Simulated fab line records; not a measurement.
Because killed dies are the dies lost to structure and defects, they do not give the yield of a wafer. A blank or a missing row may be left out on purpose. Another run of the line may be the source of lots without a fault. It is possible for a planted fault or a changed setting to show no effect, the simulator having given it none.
Which tool is to blame?	flow n5_finfet	72 wafers from 24 lots sampled at 2 of the route's 1938 steps

== WHAT THE GAUGES SHOWED, per wafer ==
N5_BEOL_M8_THK_MEAS_01. Usual: M8_ILD_THK gives 155.2 nm (standard deviation 1.8).
lot	measured	on	M8_ILD_THK (nm)	flag
L074	day 10 01:12	film_metro-01	153.6 155.3 154.5	
L077	day 10 07:31	film_metro-01	153.0 153.1 156.0	
L076	day 10 07:36	film_metro-01	156.9 153.9 157.0	
L075	day 10 08:17	film_metro-01	156.1 156.6 158.3	
L080	day 10 14:13	film_metro-01	158.8 157.3 157.8	
L078	day 10 14:39	film_metro-01	156.6 155.5 156.0	
L079	day 10 14:52	film_metro-01	153.3 156.9 155.1	
L081	day 11 16:39	film_metro-02	152.1 154.5 157.5	
L083	day 11 16:44	film_metro-02	154.2 156.3 156.6	
L084	day 11 18:29	film_metro-02	153.5 153.6 154.4	
L082	day 11 19:51	film_metro-01	151.3 154.4 154.8	
L086	day 12 22:43	film_metro-01	153.9 158.5 157.0	
L088	day 13 02:35	film_metro-01	153.1 152.3 155.6	
L085	day 13 05:04	film_metro-01	153.9 157.5 157.6	
L090	day 13 06:10	film_metro-01	152.6 152.9 155.8	
L087	day 13 06:34	film_metro-01	153.1 155.9 155.3	
L092	day 13 18:06	film_metro-02	154.1 156.1 156.4	
L089	day 13 18:22	film_metro-01	152.1 153.9 156.3	
L091	day 14 04:46	film_metro-02	156.6 158.3 157.8	
L094	day 14 19:17	film_metro-02	154.7 154.6 154.5	
L095	day 14 19:48	film_metro-01	155.9 156.9 153.9	
L093	day 14 20:22	film_metro-02	154.1 153.1 156.9	
L096	day 15 09:54	film_metro-01	157.2 156.6 158.1	
L097	day 16 05:07	film_metro-02	155.8 159.6 154.8	

N5_BEOL_M8_OVL_MEAS_12. Usual: M8_OVL gives 0.0 nm (standard deviation 0.64).
lot	measured	on	M8_OVL (nm)	flag
L074	day 10 03:13	overlay-02	0.0 -0.2 0.4	
L077	day 10 10:07	overlay-01	-0.8 -0.6 0.8	
L076	day 10 10:17	overlay-01	0.4 0.8 -0.4	
L075	day 10 10:27	overlay-02	0.8 0.4 0.1	
L080	day 10 16:19	overlay-01	-0.3 -1.5 -0.7	
L078	day 10 16:29	overlay-02	0.3 0.4 1.1	
L079	day 10 16:43	overlay-02	-0.3 -1.0 0.0	
L081	day 11 19:02	overlay-01	0.1 0.3 0.1	
L083	day 11 19:14	overlay-01	0.2 0.0 -0.8	
L084	day 11 19:26	overlay-02	0.3 0.7 -0.2	
L082	day 11 22:07	overlay-01	1.2 0.4 0.2	
L086	day 12 23:20	overlay-01	0.4 -0.1 0.4	
L088	day 13 03:44	overlay-02	-0.1 -0.5 0.6	
L085	day 13 07:48	overlay-02	1.1 0.3 0.0	
L090	day 13 08:13	overlay-01	-1.7 -0.4 -0.1	
L087	day 13 08:24	overlay-01	0.6 0.1 0.7	
L092	day 13 22:08	overlay-01	-0.3 -1.5 -0.8	
L089	day 13 22:10	overlay-02	-0.2 0.3 1.2	
L091	day 14 05:26	overlay-02	0.2 -0.3 0.3	
L094	day 14 21:46	overlay-02	-0.1 -0.1 1.4	
L095	day 14 22:02	overlay-01	-0.4 -1.1 -0.9	
L093	day 14 22:12	overlay-01	-0.2 -0.7 -0.8	
L096	day 15 12:45	overlay-02	1.4 0.2 0.4	
L097	day 16 06:37	overlay-01	-0.3 -1.0 0.1	

== WHAT TOOL EACH LOT RAN ON (gives the tool, then ch and the chambers of the sampled wafers, and finally the start) ==
Record: no process step prior to these readings.

== AS READ BY THE TOOLS THEMSELVES (means over the sampled wafers that have a number; for cases with no such wafer, the mark the record gives instead) ==
The record holds no such reading with a usual standard deviation.

== THE ANSWER, worked out from the rows above alone ==
Rule: a lot is off if the mean of its wafers that have a number lies more than 3 standard deviations from the usual mean. Also off: a lot with no number at a reading for which 4 or more lots have one. Any other lot the step has rows for is counted as sound. Order of review: gauges by route order, followed by the tools' own readings, for which a lot's mean as printed above is used. At the first step where some lot is off, the reading lying furthest off is the one used; lots without a number count as furthest.
Nothing can be told from this: no lot is off at any reading shown.

== WHAT WAS PUT IN BY THE SIMULATOR ==
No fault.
